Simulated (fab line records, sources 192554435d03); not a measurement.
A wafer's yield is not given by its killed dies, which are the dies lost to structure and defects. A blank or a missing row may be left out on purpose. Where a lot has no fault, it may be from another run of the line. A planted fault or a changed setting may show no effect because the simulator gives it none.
Which of the tools did it? -- flow n5_finfet -- Sampling: 24 lots, 72 wafers, 6 of 1938 route steps

== WHAT EACH GAUGE READ, for each wafer ==
N5_WELL_APT_INSPECT_27: inspects for defects (macro). Usual: raw_defect_count at 2.2, with a standard deviation of 1.3.
lot,measured,on,raw_defect_count,flag
L074,day 1 14:55,defect_inspect-01,4 1 0,
L075,day 1 20:52,defect_inspect-01,1 4 1,
L076,day 2 03:08,defect_inspect-02,2 2 3,
L077,day 2 08:44,defect_inspect-02,4 3 1,
L078,day 2 15:08,defect_inspect-02,2 2 4,
L079,day 2 20:45,defect_inspect-01,1 2 1,
L080,day 3 02:58,defect_inspect-01,2 4 1,
L081,day 3 08:52,defect_inspect-02,3 1 0,
L082,day 3 15:00,defect_inspect-01,1 3 2,
L083,day 3 20:52,defect_inspect-02,2 2 2,
L084,day 4 03:11,defect_inspect-02,1 0 2,
L085,day 4 08:59,defect_inspect-02,1 2 1,
L086,day 4 15:22,defect_inspect-02,2 3 2,
L087,day 4 21:08,defect_inspect-02,4 1 2,
L088,day 5 02:52,defect_inspect-02,2 2 2,
L089,day 5 09:05,defect_inspect-01,2 1 1,
L090,day 5 15:37,defect_inspect-02,1 5 2,
L091,day 5 21:03,defect_inspect-01,0 3 2,
L092,day 6 03:08,defect_inspect-02,1 3 2,
L093,day 6 09:07,defect_inspect-02,3 1 1,
L094,day 6 14:53,defect_inspect-01,1 2 3,
L095,day 6 20:54,defect_inspect-02,1 2 3,
L096,day 7 03:05,defect_inspect-02,5 3 1,
L097,day 7 08:52,defect_inspect-02,3 5 3,

N5_PMOS_HMC_CHANNEL_EPI_THK_MEAS_22. Usual: HMC_CMP_THK 53.9 nm, standard deviation 0.51.
lot,measured,on,HMC_CMP_THK (nm),flag
L074,day 1 19:24,film_metro-02,53.2 53.9 53.4,
L075,day 2 01:48,film_metro-02,54.4 53.6 54.2,
L076,day 2 07:36,film_metro-02,54.0 54.0 54.4,
L077,day 2 13:58,film_metro-01,54.1 53.4 53.4,
L078,day 2 21:02,film_metro-02,53.5 53.4 53.0,
L079,day 3 02:34,film_metro-02,54.2 54.5 54.4,
L080,day 3 07:30,film_metro-02,54.0 53.3 53.1,
L081,day 3 14:01,film_metro-01,53.8 53.5 53.9,
L082,day 3 20:13,film_metro-02,54.4 54.4 54.2,
L083,day 4 01:50,film_metro-02,54.3 53.5 54.0,
L084,day 4 07:56,film_metro-01,53.5 53.7 53.8,
L085,day 4 14:49,film_metro-01,53.4 53.1 53.2,
L086,day 4 20:46,film_metro-02,54.2 54.2 54.6,
L087,day 5 02:14,film_metro-02,53.5 53.4 53.8,
L088,day 5 08:35,film_metro-02,53.8 53.9 54.2,
L089,day 5 14:04,film_metro-01,53.4 53.5 53.6,
L090,day 5 20:18,film_metro-02,53.7 53.8 53.4,
L091,day 6 01:30,film_metro-02,53.9 53.6 53.8,
L092,day 6 08:31,film_metro-02,53.4 53.4 53.6,
L093,day 6 14:07,film_metro-01,53.7 53.0 53.2,
L094,day 6 20:19,film_metro-02,53.4 53.6 53.9,
L095,day 7 01:58,film_metro-01,54.1 55.6 54.9,
L096,day 7 07:32,film_metro-02,54.9 54.2 54.6,
L097,day 7 13:27,film_metro-02,53.9 54.7 54.0,

N5_FIN_SAQP_OCD_MEAS_76. Usual: trench_depth_nm at 119.4 nm, with a standard deviation of 1.2.
lot,measured,on,trench_depth_nm (nm),flag
L074,day 2 02:36,ocd-02,118.0 120.0 118.3,
L075,day 2 08:13,ocd-02,118.8 119.7 117.0,
L076,day 2 13:37,ocd-01,120.0 119.7 121.9,
L077,day 2 21:01,ocd-02,117.3 119.3 117.8,
L078,day 3 03:49,ocd-01,120.9 120.1 120.7,
L079,day 3 10:00,ocd-01,121.3 119.7 120.5,
L080,day 3 13:52,ocd-02,120.6 119.9 122.4,
L081,day 3 20:13,ocd-02,117.3 118.8 116.6,
L082,day 4 03:05,ocd-01,118.6 117.6 118.5,
L083,day 4 08:02,ocd-02,121.0 119.3 120.5,
L084,day 4 14:41,ocd-01,120.7 119.8 119.1,
L085,day 4 23:09,ocd-01,117.9 119.1 120.2,
L086,day 5 05:22,ocd-01,120.4 120.1 119.2,
L087,day 5 10:06,ocd-02,120.6 118.8 119.7,
L088,day 5 16:07,ocd-01,119.4 120.3 119.4,
L089,day 5 20:09,ocd-01,119.0 119.1 117.9,
L090,day 6 03:34,ocd-02,116.8 119.3 116.9,
L091,day 6 08:37,ocd-02,119.6 119.2 119.6,
L092,day 6 15:13,ocd-02,119.0 117.7 119.7,
L093,day 6 20:28,ocd-02,120.5 119.7 120.1,
L094,day 7 03:18,ocd-02,118.1 118.9 118.5,
L095,day 7 08:48,ocd-01,119.5 119.5 117.9,
L096,day 7 14:07,ocd-01,119.3 117.4 119.0,
L097,day 7 20:10,ocd-02,119.3 119.8 119.2,

== WHAT TOOL EACH LOT RAN ON (gives the tool, then ch and the chambers of the sampled wafers, and finally the start) ==
lot,N5_FIN_SAQP_ALD_61,N5_FIN_SAQP_HM_DEP_72,N5_FIN_SAQP_DESCUM_21
L074,"ald_sin-03 ch 0,3, day 1 20:06","pecvd-02 ch 1,2, day 1 20:59","rie_diel-06 ch 0,2,3, day 1 21:32"
L075,"ald_sin-02 ch 1,2, day 2 02:24","pecvd-03 ch 0,1, day 2 03:20","rie_diel-04 ch 0,1,2, day 2 03:53"
L076,"ald_sin-04 ch 0,3, day 2 08:16","pecvd-04 ch 1, day 2 09:02","rie_diel-02 ch 0,1, day 2 09:29"
L077,"ald_sin-03 ch 1,3, day 2 14:41","pecvd-02 ch 0,1,2, day 2 15:34","rie_diel-04 ch 0,1,3, day 2 16:07"
L078,"ald_sin-02 ch 1,2,3, day 2 21:44","pecvd-03 ch 0,2, day 2 22:34","rie_diel-02 ch 1,2, day 2 23:10"
L079,"ald_sin-03 ch 1,2,3, day 3 03:11","pecvd-04 ch 0,1, day 3 03:58","rie_diel-04 ch 0,1,3, day 3 04:38"
L080,"ald_sin-02 ch 0,1,2, day 3 08:13","pecvd-02 ch 0,1, day 3 08:58","rie_diel-02 ch 0,1,2, day 3 09:31"
L081,"ald_sin-02 ch 1,2, day 3 14:43","pecvd-03 ch 0,1, day 3 15:30","rie_diel-04 ch 0,1,2, day 3 15:56"
L082,"ald_sin-02 ch 0,1,2, day 3 21:23","pecvd-02 ch 2, day 3 22:09","rie_diel-04 ch 0,1,2, day 3 22:43"
L083,"ald_sin-04 ch 0,1,3, day 4 02:26","pecvd-03 ch 0,1, day 4 03:20","rie_diel-06 ch 0,2,3, day 4 03:53"
L084,"ald_sin-04 ch 1,2, day 4 08:42","pecvd-04 ch 0,1,2, day 4 09:44","rie_diel-04 ch 2,3, day 4 10:09"
L085,"ald_sin-02 ch 1,2, day 4 15:40","pecvd-04 ch 1,2, day 4 16:41","rie_diel-02 ch 1,3, day 4 17:34"
L086,"ald_sin-04 ch 0,2,3, day 4 22:22","pecvd-03 ch 1,2, day 4 23:07","rie_diel-06 ch 0,1,3, day 4 23:35"
L087,"ald_sin-02 ch 0,1,3, day 5 04:17","pecvd-04 ch 1,2, day 5 05:02","rie_diel-04 ch 1,3, day 5 05:41"
L088,"ald_sin-03 ch 0,1,2, day 5 09:40","pecvd-02 ch 0,1,2, day 5 10:32","rie_diel-06 ch 0,2, day 5 11:27"
L089,"ald_sin-02 ch 0,1,3, day 5 14:40","pecvd-02 ch 0,1,2, day 5 15:27","rie_diel-02 ch 0,1, day 5 15:59"
L090,"ald_sin-03 ch 0,2,3, day 5 21:38","pecvd-02 ch 0,1, day 5 22:25","rie_diel-02 ch 1,3, day 5 22:58"
L091,"ald_sin-04 ch 0,1,2, day 6 02:06","pecvd-02 ch 0,1,2, day 6 02:56","rie_diel-04 ch 0,2,3, day 6 04:10"
L092,"ald_sin-03 ch 0,1,3, day 6 09:42","pecvd-02 ch 0,1,2, day 6 10:28","rie_diel-04 ch 0,2,3, day 6 11:00"
L093,"ald_sin-02 ch 2,3, day 6 14:50","pecvd-02 ch 0,2, day 6 15:36","rie_diel-06 ch 1,2,3, day 6 16:01"
L094,"ald_sin-04 ch 1,2,3, day 6 21:02","pecvd-04 ch 0,2, day 6 21:57","rie_diel-04 ch 0,1,2, day 6 22:22"
L095,"ald_sin-02 ch 0,1,3, day 7 02:35","pecvd-03 ch 0,1, day 7 03:20","rie_diel-06 ch 1,2,3, day 7 04:25"
L096,"ald_sin-03 ch 0,1, day 7 08:08","pecvd-02 ch 0,1,2, day 7 08:56","rie_diel-04 ch 2,3, day 7 09:22"
L097,"ald_sin-02 ch 0,2, day 7 14:40","pecvd-02 ch 0,2, day 7 15:25","rie_diel-06 ch 2,3, day 7 15:57"
- N5_FIN_SAQP_ALD_61: deposits SiO2, target thk 4 nm, pulse time 1 s, purge time 2 s.
- N5_FIN_SAQP_HM_DEP_72: deposits SiO2 from SiH4/N2O, target thk 12 nm, time 7.2 s.
- N5_FIN_SAQP_DESCUM_21: chemistry O2, time 7.9 s.

== WHAT THE TOOLS THEMSELVES READ (means of the sampled wafers that have a number; where no wafer has one, the mark that the record gives instead) ==
N5_FIN_SAQP_ALD_61. Usual: chamber_pressure_Torr 2.000 Torr, standard deviation 0.0042; heater_power_w 449 W, standard deviation 50; precursor_pulse_height_rel 0.999, standard deviation 0.02.
lot,tool,chamber_pressure_Torr (Torr),heater_power_w (W),precursor_pulse_height_rel,flag
L074,ald_sin-03,2.002,470,0.992,
L075,ald_sin-02,1.995,456,1.003,
L076,ald_sin-04,1.998,418,0.988,
L077,ald_sin-03,1.999,406,0.984,
L078,ald_sin-02,2.000,461,1.011,
L079,ald_sin-03,2.001,399,1.006,
L080,ald_sin-02,2.000,476,1.001,
L081,ald_sin-02,2.000,469,0.995,
L082,ald_sin-02,2.001,473,0.989,
L083,ald_sin-04,2.001,442,1.010,
L084,ald_sin-04,2.003,439,0.993,
L085,ald_sin-02,2.003,473,0.981,
L086,ald_sin-04,2.003,427,1.011,
L087,ald_sin-02,2.000,463,1.000,
L088,ald_sin-03,2.002,444,0.994,
L089,ald_sin-02,1.997,467,0.996,
L090,ald_sin-03,2.002,425,0.990,
L091,ald_sin-04,2.001,460,0.991,
L092,ald_sin-03,2.000,447,1.008,
L093,ald_sin-02,2.001,476,0.995,
L094,ald_sin-04,2.002,412,0.991,
L095,ald_sin-02,1.999,468,1.019,
L096,ald_sin-03,2.001,476,0.998,
L097,ald_sin-02,2.000,496,0.979,

N5_FIN_SAQP_HM_DEP_72. Usual: chamber_pressure_Torr 0.7500 Torr, standard deviation 0.0016; heater_power_w 769 W, standard deviation 120; showerhead_plenum_p_Torr 8.10 Torr, standard deviation 0.16.
lot,tool,chamber_pressure_Torr (Torr),heater_power_w (W),showerhead_plenum_p_Torr (Torr),flag
L074,pecvd-02,0.7500,754,7.95,
L075,pecvd-03,0.7505,721,8.36,
L076,pecvd-04,0.7502,1039,8.23,
L077,pecvd-02,0.7506,729,7.97,
L078,pecvd-03,0.7508,809,8.19,
L079,pecvd-04,0.7508,854,8.19,
L080,pecvd-02,0.7500,769,7.96,
L081,pecvd-03,0.7468,692,8.37,
L082,pecvd-02,0.7518,689,7.96,
L083,pecvd-03,0.7502,732,8.35,
L084,pecvd-04,0.7499,896,8.19,
L085,pecvd-04,0.7511,929,8.23,
L086,pecvd-03,0.7490,825,8.16,
L087,pecvd-04,0.7490,874,8.24,
L088,pecvd-02,0.7505,693,7.97,
L089,pecvd-02,0.7484,694,7.96,
L090,pecvd-02,0.7521,723,8.00,
L091,pecvd-02,0.7496,731,7.96,
L092,pecvd-02,0.7501,743,7.96,
L093,pecvd-02,0.7491,638,8.00,
L094,pecvd-04,0.7514,816,8.13,
L095,pecvd-03,0.7505,692,8.36,
L096,pecvd-02,0.7494,668,7.97,
L097,pecvd-02,0.7507,690,7.99,

N5_FIN_SAQP_DESCUM_21. Usual: drypump_motor_current_A 5.8 A, standard deviation 0.53; oes_product_au 0.79 a.u., standard deviation 0.091; rf_vpp_V 243.4 V, standard deviation 1.4; showerhead_plenum_p_Torr 2.10 Torr, standard deviation 0.068; throttle_valve_pct 20.47 %, standard deviation 0.24.
lot,tool,drypump_motor_current_A (A),oes_product_au (a.u.),rf_vpp_V (V),showerhead_plenum_p_Torr (Torr),throttle_valve_pct (%),flag
L074,rie_diel-06,5.9,0.84,241.8,2.06,20.19,
L075,rie_diel-04,6.1,0.78,243.5,2.07,20.52,
L076,rie_diel-02,5.3,0.69,242.5,2.11,20.37,
L077,rie_diel-04,6.2,0.80,242.9,2.13,20.48,
L078,rie_diel-02,6.1,0.83,244.2,2.14,20.50,
L079,rie_diel-04,6.1,0.78,243.0,2.13,20.48,
L080,rie_diel-02,5.7,0.75,243.3,2.12,20.43,
L081,rie_diel-04,6.1,0.77,243.6,2.06,20.55,
L082,rie_diel-04,6.1,0.76,242.4,2.06,20.55,
L083,rie_diel-06,5.9,0.81,243.0,2.05,20.21,
L084,rie_diel-04,5.9,0.91,243.8,2.11,20.38,
L085,rie_diel-02,5.2,0.71,243.6,2.10,20.76,
L086,rie_diel-06,5.8,0.81,244.4,2.11,20.42,
L087,rie_diel-04,6.0,0.76,243.5,2.12,20.51,
L088,rie_diel-06,6.2,0.77,241.9,2.01,20.16,
L089,rie_diel-02,5.3,0.88,243.3,2.10,20.17,
L090,rie_diel-02,5.4,0.71,244.8,2.14,20.70,
L091,rie_diel-04,6.1,0.82,243.5,2.12,20.46,
L092,rie_diel-04,6.1,0.81,243.1,2.11,20.47,
L093,rie_diel-06,5.5,0.77,243.2,2.11,20.50,
L094,rie_diel-04,6.1,0.73,242.9,2.06,20.58,
L095,rie_diel-06,5.5,0.77,244.0,2.11,20.51,
L096,rie_diel-04,5.9,0.85,243.8,2.10,20.41,
L097,rie_diel-06,5.2,0.79,242.7,2.08,20.40,

== THE ANSWER, worked out from the rows above alone ==
Rule: a lot counts as off when the mean over its wafers that have a number is more than 3 standard deviations away from the usual mean. Also off: a lot with no number at a reading for which 4 or more lots have one. Any other lot the step has rows for is counted as sound. First the gauges in route order, then the tools' own readings, where a lot's mean is used as printed above. The first step at which some lot is off is used, and at that step the reading that is off furthest; a lot without a number counts as furthest.
Nothing can be told from this: no lot is off at any reading shown.

== WHAT WAS PUT IN BY THE SIMULATOR ==
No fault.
